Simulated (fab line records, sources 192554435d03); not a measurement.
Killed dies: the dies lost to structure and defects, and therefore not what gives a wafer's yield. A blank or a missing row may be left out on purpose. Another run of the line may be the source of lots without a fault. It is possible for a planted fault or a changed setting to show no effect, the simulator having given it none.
Split-lot study ; flow n5_finfet ; 21 wafers read from 7 lots, route of 1938 steps

== ON THE SPLIT ==
At N5_BEOL_M14_SPUTTER_43 (material TaN, target thk 15 nm, time 24.19 s), the setting power_w was moved away from the recipe's 15000 W on 4 of the 21 wafers read, by -15.3% to -5.2%. For the rest of the wafers, this setting stayed at what the recipe calls for.

The reading is taken at the split's own step.

== THE READING ==
TaN_of_BEOL_M14_SPUTTER_43.thk_nm (the simulator's own value, which no gauge read), in nm, at N5_BEOL_M14_SPUTTER_43 (material TaN, target thk 15 nm, time 24.19 s). The file gives no usual value for it. Across the 17 wafers here that went through the recipe, the average is 15.1 nm and the standard deviation 0.17 nm.

wafer;tool, chamber at the split;power_w as run, W;against the recipe;TaN_of_BEOL_M14_SPUTTER_43.thk_nm, nm;against lot-mates on the recipe
L074.1;pvd_sputter-01, -;15000;recipe;15.2;-
L074.3;pvd_sputter-01, -;12710;-15.3%;12.8;-2.3
L074.5;pvd_sputter-01, -;15000;recipe;15;-
L078.1;pvd_sputter-02, -;14220;-5.2%;14.4;-0.6
L078.2;pvd_sputter-02, -;14220;-5.2%;14.4;-0.6
L078.5;pvd_sputter-02, -;15000;recipe;15;-
L080.1;pvd_sputter-02, -;15000;recipe;15.2;-
L080.3;pvd_sputter-02, -;15000;recipe;15;-
L080.4;pvd_sputter-02, -;15000;recipe;15;-
L088.1;pvd_sputter-03, -;15000;recipe;15;-
L088.2;pvd_sputter-03, -;15000;recipe;15.2;-
L088.3;pvd_sputter-03, -;15000;recipe;15.4;-
L087.1;pvd_sputter-03, -;15000;recipe;14.8;-
L087.3;pvd_sputter-03, -;15000;recipe;14.8;-
L087.2;pvd_sputter-03, -;15000;recipe;15.2;-
L086.1;pvd_sputter-03, -;15000;recipe;15.2;-
L086.3;pvd_sputter-03, -;13610;-9.3%;13.6;-1.7
L086.4;pvd_sputter-03, -;15000;recipe;15.4;-
L096.2;pvd_sputter-02, -;15000;recipe;15.2;-
L096.3;pvd_sputter-02, -;15000;recipe;15;-
L096.6;pvd_sputter-02, -;15000;recipe;15;-

THE FIT
A straight line over all 21 wafers: TaN_of_BEOL_M14_SPUTTER_43.thk_nm changes by +0.151 nm for each +1% of power_w; r = +0.97; the points scatter about the line by 0.16 nm.
The same after taking each lot's own level away (the mean of its wafers on the recipe; 21 wafers): +0.154 nm for each +1%; r = +0.97; scatter 0.15 nm.
That fit puts the effect of the largest move of power_w on the reading at 2.3 nm.
The lots' own levels span 14.93 to 15.30 nm, that is 2.2 times the standard deviation above.
So the lot-to-lot level changes the slope little: the two slopes agree.
Check: -2.41 nm against its lot-mates is what the line predicts for one of the wafers moved furthest among these (-15.3%) when that wafer is left out of the fit. Against them it came out at -2.3 nm.

== THE OTHER SPLITS THESE WAFERS WENT THROUGH ==
Before the reading, these wafers also passed through other splits. Each is held against what the fit with the lots' levels taken away leaves over:
other split on the same wafers;wafers away from the commonest value;r with TaN_of_BEOL_M14_SPUTTER_43.thk_nm (lot level and that fit taken away)
N5_BEOL_M12_PEB_08 peb_time_s;10;+0.15
N5_BEOL_M14_ETCH_68 time_s;6;+0.15

== THE FILE'S OWN FIT ==
TaN_of_BEOL_M14_SPUTTER_43.thk_nm changes by +0.156 nm for each +1% of power_w, r = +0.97.
